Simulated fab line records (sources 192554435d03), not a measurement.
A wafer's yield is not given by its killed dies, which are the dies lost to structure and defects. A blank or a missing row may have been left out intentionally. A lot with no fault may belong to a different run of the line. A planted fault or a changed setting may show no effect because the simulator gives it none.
fab line records -- flow n5-finfet
record lots=4, wafers=12, last-day=18
route steps=1938 shown BEOL_M5@1112 PASSIVATION@1936
lots with no fault: from the same line, run without faults
start-h: hours from the record's first day to the start of the lot's first wafer shown -- wait-h: hours since the lot's step before -- " repeats the value in the row above -- L1.1+2: several wafers, shown together as one row -- - either no value or no given start -- * or withheld: withheld -- < > ~ a bound
route shown NAME@n: NAME is a module with steps in the file, n the number in the route of the first one -- usual: average and standard deviation across the fault-free wafers -- same: alike in all rows -- chamber/n: place in a boat -- sites: each site's reading -- _std_site: how widely they spread, as a standard deviation -- _edge_site: the outer-site mean with the inner-site mean subtracted -- radius-mm: for every site, how far away it sits from the centre of the wafer -- mask NAME#n: copy n -- behind: the most recent tool/chamber to have shaped the wafer -- hold: what put the lot on hold/how long, in hours/how the hold closed -- device: transistor that didn't switch, given as n, p or np -- end of line: tests run on the same wafers once the route is complete -- a step given without rows: its recipe and nothing more -- killed: dies that structure and defects cost at the first sort, which is not the same as the wafer's yield -- map: shows each die of a wafer: x if killed, . if not, _ if none is there
set.NAME: the setting as run; set.NAME@STEP: as run at that earlier step -- model.NAME: the simulator's own value behind a step, which no gauge read
lots at some steps of the route; a table a step, a row a wafer
services: from which hour (start-h, from the record's first day; less than 0 if before it) a tool's chamber was out of use, for how many hours, and why
## steps
# step N5_BEOL_M5_ILD_DEP_00
# recipe material=SiCOH_lowk, target-thk-a=1406.4, temp-c=300, precursor=DEMS/porogen, pressure-torr=5, rf-w=500, time-s=25.9
# step N5_BEOL_M5_CURE_79
# recipe temp-c=385, time-s=240, ambient=He/Ar, material=SiCOH_lowk
# step N5_BEOL_M5_PECVD_70
# recipe material=SiO2, target-thk-a=160, temp-c=400, precursor=TEOS/O2, pressure-torr=5.5, rf-w=450, teos-flow-sccm=53.8, gas=O2, flow-sccm=3000, time-s=18
# step N5_BEOL_M5_HM_DEP_02
# recipe material=TiN, target-thk-a=200, temp-c=25, chamber-pressure-pa=0.49996
# step N5_BEOL_M5_COAT_59
# recipe resist=SOC, temp-c=250, time-s=60, spin-rpm=1500, resist-thk-nm=60
# step N5_BEOL_M5_COAT_60
# recipe resist=SiARC, temp-c=220, time-s=60, spin-rpm=1500, resist-thk-nm=12
# step N5_BEOL_M5_COAT_71
# recipe resist=underlayer, temp-c=205, time-s=60, spin-rpm=1500, resist-thk-nm=5
# step N5_BEOL_M5_COAT_05
# recipe resist=CAR-EUV, spin-rpm=1500, resist-thk-nm=30
# step N5_BEOL_M5_EBR_07
# recipe solvent=PGMEA, ebr-width-mm=1.5
# step N5_BEOL_M5_SOFTBAKE_06
# recipe temp-c=110, time-s=60, resist=CAR-EUV
# step N5_BEOL_M5_EXPOSE_08
# recipe mask-id=M5, na=0.33, source-shape=annular, sigma-inner=0.4, sigma-outer=0.8, polarization=unpolarized, target-cd-nm=28, dose-mj=35.75
# usual exposure-dose-mJ-cm2=36.05/0.24
lot.wafer,tool,chamber,start-h,wait-h,mask,exposure-dose-mJ-cm2
L518.1,euv-scanner-01,0,234.35,-,M5#0,36.20
L518.3,euv-scanner-01,0,234.35,-,M5#0,36.19
L518.6,euv-scanner-01,0,234.35,-,M5#0,36.21
L526.3,euv-scanner-01,0,271.90,-,M5#0,36.16
L526.5,euv-scanner-01,0,271.90,-,M5#0,36.14
L526.6,euv-scanner-01,0,271.90,-,M5#0,36.20
L527.1,euv-scanner-01,0,286.87,-,M5#0,36.33
L527.2,euv-scanner-01,0,286.87,-,M5#0,36.36
L527.3,euv-scanner-01,0,286.87,-,M5#0,36.39
L532.1,euv-scanner-02,0,318.30,-,M5#0,35.72
L532.2,euv-scanner-02,0,318.30,-,M5#0,35.72
L532.4,euv-scanner-02,0,318.30,-,M5#0,35.75
# step N5_BEOL_M5_PEB_09
# recipe peb-temp-c=100, peb-time-s=60, resist=CAR-EUV
# step N5_BEOL_M5_DEVELOP_10
# recipe develop-time-s=30, developer=TMAH, resist=CAR-EUV, rinse-liquid=surfactant-rinse, dry=air-spin, dev-temp-c=23
# step N5_BEOL_M5_DESCUM_16
# recipe chemistry=O2, time-s=7, source-power-w=50, bias-power-w=20, pressure-mtorr=20, rf-frequency-hz=2.712e+07, temp-c=40, resist=CAR-EUV, o2-flow-sccm=225
# usual drypump-motor-current-A=5.77/0.29, oes-product-au=0.78/0.074, rf-vpp-V=242.7/1.4, showerhead-plenum-p-Torr=2.05/0.076, throttle-valve-pct=20.44/0.14
lot.wafer,tool,chamber,start-h,wait-h,drypump-motor-current-A,oes-product-au,rf-hours-counter-h,rf-vpp-V,showerhead-plenum-p-Torr,throttle-valve-pct,model.BEOL_M5.cd-nm
L518.1,rie-diel-06,3,234.61,0.0,5.91,0.76,150,241.4,1.99,20.31,28.2
L518.3,rie-diel-06,1,234.61,0.0,5.66,0.74,183,241.8,2.02,20.55,28.2
L518.6,rie-diel-06,0,234.61,0.0,5.56,0.84,-,244.0,2.04,20.24,28
L526.3,rie-diel-05,2,272.83,0.7,5.32,0.72,219,241.3,2.04,20.32,26.8
L526.5,rie-diel-05,1,272.83,0.7,5.77,0.72,-,244.2,2.17,20.47,27.8
L526.6,rie-diel-05,2,272.83,0.7,5.33,0.72,-,243.5,2.04,20.34,27.8
L527.1,rie-diel-03,0,287.12,0.0,6.43,0.85,44,242.6,2.06,20.45,27.6
L527.2,rie-diel-03,1,287.12,0.0,5.97,0.73,174,243.6,2.07,20.31,27.8
L527.3,rie-diel-03,3,287.12,0.0,5.71,0.74,202,241.4,1.98,20.63,27.8
L532.1,rie-diel-03,0,318.67,0.1,6.41,0.83,54,242.2,2.05,20.47,28
L532.2,rie-diel-03,1,318.67,0.1,5.93,0.72,185,244.5,2.06,20.32,28
L532.4,rie-diel-03,3,318.67,0.1,5.69,0.72,212,242.6,1.98,20.65,27.8
# step N5_BEOL_M5_ETCH_72
# recipe chemistry=N2/H2, target=underlayer, target-depth-a=65, mask-material=CAR-EUV, time-s=5.2, ion-energy-ev=200, pressure-mtorr=30, source-w=840, bias-w=150, n2-flow-sccm=200, h2-flow-sccm=200, ends=cleared
# step N5_BEOL_M5_ETCH_61
# recipe chemistry=CF4, target=SiARC, target-depth-a=156, mask-material=CAR-EUV, time-s=26, ion-energy-ev=80, pressure-mtorr=40, source-w=545, bias-w=36, Ar_flow_sccm=100, cf4-flow-sccm=100, ends=cleared
# step N5_BEOL_M5_ETCH_62
# recipe chemistry=N2/H2, target=SOC, target-depth-a=750, overetch-a=150, mask-material=SiARC, temp-c=40, time-s=112.5, ion-energy-ev=200, pressure-mtorr=30, source-w=840, bias-w=150, n2-flow-sccm=200, h2-flow-sccm=200
# step N5_BEOL_M5_STRIP_63
# recipe chemistry=N2/H2, temp-c=40, n2-flow-sccm=200, h2-flow-sccm=200, rf-frequency-hz=6e+07
# step N5_BEOL_M5_STRIP_73
# recipe chemistry=N2/H2, temp-c=40, n2-flow-sccm=200, h2-flow-sccm=200, rf-frequency-hz=6e+07
# step N5_BEOL_M5_STRIP_64
# recipe chemistry=CF4, resist=SiARC, power-w=300, bias-power-w=75, pressure-mtorr=50, cf4-flow-sccm=150, rf-frequency-hz=6e+07
# step N5_BEOL_M5_HM_OPEN_17
# recipe chemistry=Cl2/BCl3, target-depth-a=200, overetch-a=60, target=TiN, mask-material=SOC, ion-energy-ev=150, pressure-mtorr=10, icp-w=1000, bias-w=126, Cl2_flow_sccm=53.25, bcl3-flow-sccm=21.75, Ar_flow_sccm=25
# step N5_BEOL_M5_STRIP_19
# recipe chemistry=O2, power-w=400, temp-c=40, pressure-mtorr=30, rf-frequency-hz=6e+07, bias-power-w=0, overash-fraction=0.2, o2-flow-sccm=225
# step N5_BEOL_M5_COAT_65
# recipe resist=SOC, temp-c=250, time-s=60, spin-rpm=1500, resist-thk-nm=60
# step N5_BEOL_M5_COAT_66
# recipe resist=SiARC, temp-c=220, time-s=60, spin-rpm=1500, resist-thk-nm=12
# step N5_BEOL_M5_COAT_74
# recipe resist=underlayer, temp-c=205, time-s=60, spin-rpm=1500, resist-thk-nm=5
# step N5_BEOL_M5_COAT_22
# recipe resist=CAR-EUV, spin-rpm=1500, resist-thk-nm=30
# step N5_BEOL_M5_EBR_24
# recipe solvent=PGMEA, ebr-width-mm=1.5
# step N5_BEOL_M5_SOFTBAKE_23
# recipe temp-c=110, time-s=60, resist=CAR-EUV
# step N5_BEOL_M5_EXPOSE_25
# recipe mask-id=V4, na=0.33, source-shape=quasar, sigma-inner=0.2, sigma-outer=0.6, polarization=unpolarized, defocus-nm=10, dose-mj=52.75
# step N5_BEOL_M5_PEB_26
# recipe peb-temp-c=100, peb-time-s=60, resist=CAR-EUV
# step N5_BEOL_M5_DEVELOP_27
# recipe develop-time-s=30, developer=TMAH, resist=CAR-EUV, rinse-liquid=surfactant-rinse, dry=air-spin, dev-temp-c=23
# step N5_BEOL_M5_DESCUM_33
# recipe chemistry=O2, time-s=7, source-power-w=50, bias-power-w=20, pressure-mtorr=20, rf-frequency-hz=2.712e+07, temp-c=40, resist=CAR-EUV, o2-flow-sccm=225
# step N5_BEOL_M5_ETCH_75
# recipe chemistry=N2/H2, target=underlayer, target-depth-a=65, mask-material=CAR-EUV, time-s=5.2, ion-energy-ev=200, pressure-mtorr=30, source-w=840, bias-w=150, n2-flow-sccm=200, h2-flow-sccm=200, ends=cleared
# step N5_BEOL_M5_ETCH_67
# recipe chemistry=CF4, target=SiARC, target-depth-a=156, mask-material=CAR-EUV, time-s=26, ion-energy-ev=80, pressure-mtorr=40, source-w=545, bias-w=36, Ar_flow_sccm=100, cf4-flow-sccm=100, ends=cleared
# usual bias-w=36.00/0.094, drypump-motor-current-A=5.75/0.3, etch-rf-on-time-s=26.0/1.1, oes-product-au=0.67/0.069, rf-vpp-V=183.8/1.3, showerhead-plenum-p-Torr=2.13/0.071, throttle-valve-pct=15.69/0.18
lot.wafer,tool,chamber,start-h,wait-h,bias-w,drypump-motor-current-A,etch-rf-on-time-s,oes-product-au,rf-hours-counter-h,rf-vpp-V,showerhead-plenum-p-Torr,throttle-valve-pct,model.BEOL_M5.cd-nm
L518.1,rie-diel-05,3,235.57,0.0,35.94,5.95,27.3,0.67,84,184.3,2.18,15.83,28.4
L518.3,rie-diel-05,1,235.57,0.0,36.19,5.77,25.3,0.63,178,184.0,2.22,15.66,28.2
L518.6,rie-diel-05,1,235.57,0.0,36.03,5.74,25.3,0.64,-,185.4,2.22,15.67,28
L526.3,rie-diel-06,1,274.57,0.0,36.06,5.64,25.6,0.63,198,182.5,2.04,15.69,26.4
L526.5,rie-diel-06,0,274.57,0.0,35.74,5.58,26.6,0.71,-,182.9,2.08,15.33,27
L526.6,rie-diel-06,1,274.57,0.0,36.11,5.67,25.6,0.63,-,182.1,2.04,15.68,27.2
L527.1,rie-diel-05,0,288.71,0.0,36.03,5.51,25.1,0.77,46,184.5,2.18,15.85,27.8
L527.2,rie-diel-05,3,288.71,0.0,36.09,5.99,27.2,0.66,97,184.4,2.18,15.86,28
L527.3,rie-diel-05,2,288.71,0.0,35.97,5.33,28.2,0.58,225,183.9,2.14,15.88,27.2
L532.1,rie-diel-03,0,323.47,0.0,35.96,6.42,27.1,0.71,56,184.2,2.08,15.42,28
L532.2,rie-diel-03,1,323.47,0.0,35.96,5.99,25.3,0.64,186,184.9,2.14,15.78,28
L532.4,rie-diel-03,3,323.47,0.0,35.92,5.69,26.5,0.62,214,183.8,2.05,15.98,26.8
# step N5_PASSIVATION_PROBE_49
# usual defect-limited-yield=91.1/1.4, killed_at_M0_to_M3=34/11, killed_at_M4_up=14/5.6, killed-at-contacts=13/5.9, killed-at-front-end=40/11, killed-at-other=4/3.1, killed-dies=105/16, killed-open=68/11, killed-short=34/8.4, sort_bin_5_function=5.2/0.86, sort_bin_6_memory=3.2/0.7, sort_bin_8_speed=0.1/1.1, sort-n-pass=1074/21, sort-yield-pct=91.0/1.8
# same gross-dies=1180, killed-at-back-side=0, sort_bin_4_leakage[%]=0
lot.wafer,tool,chamber,start-h,wait-h,defect-limited-yield[%],killed_at_M0_to_M3,killed_at_M4_up,killed-at-contacts,killed-at-front-end,killed-at-other,killed-dies,killed-open,killed-short,sort_bin_5_function[%],sort_bin_6_memory[%],sort_bin_8_speed[%],sort-n-pass,sort-yield-pct[%]
L527.1,prober-01,-,402.73,0.0,91.2,33,16,13,38,4,104,76,27,5.0,3.6,0,1076,91.2
# killed by level:class
L527.1 FIN_SAQP:geometric-particle:open=12 MOL_CONTACT_COAG:geometric-particle:open=11 BEOL_M0_SAQP:geometric-particle:open=11 FIN_SAQP:geometric-particle:short=6 BEOL_M0_SAQP:geometric-particle:short=6 BEOL_M1:geometric-particle:open=6 BEOL_M5:geometric-particle:open=5 BEOL_M7:geometric-particle:open=5
## services
tool,chamber,start-h,hours,kind
euv-scanner-01,0,212.03,-,calibration
rie-diel-06,-,216.83,4.3,pm
euv-scanner-01,-,220.58,0.3,repair
euv-scanner-02,-,226.93,1.0,pm
euv-scanner-01,-,227.94,1.0,pm
rie-diel-05,3,228.51,2.4,repair
rie-diel-06,2,235.86,5.7,repair
euv-scanner-02,-,237.99,4.6,pm
euv-scanner-02,-,248.70,5.8,pm
rie-diel-05,-,249.68,4.3,pm
euv-scanner-01,-,254.48,12.0,pm
euv-scanner-02,-,283.08,1.0,pm
euv-scanner-01,-,284.09,1.0,pm
rie-diel-05,-,290.91,0.9,repair
euv-scanner-01,-,318.04,0.6,repair
## key
first-sign none at tools or gauges
model-effect step=N5_BEOL_M5_DESCUM_16, value=BEOL_M5.cd-nm, without=28.1, struck=27.6
model-effect step=N5_BEOL_M5_ETCH_67, value=BEOL_M5.cd-nm, without=27.8, struck=27.27
met-at N5_BEOL_M5_EXPOSE_08
struck-wafers L526.3,L526.5,L526.6,L527.1,L527.2,L527.3
loop-trim step=N5_BEOL_M5_EXPOSE_08, setting=dose, lots=L527
onset-between 234.35 271.90
fault kind=process-parameter-drift, tool=euv-scanner-01, chamber=-, onset-h=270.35, steps=N5_BEOL_M5_EXPOSE_08, channel=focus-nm, offset=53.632, spread-by-wafer=0.3, shape=step, end-h=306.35
# loop-trim: a control loop set the setting to another value than it would have without faults
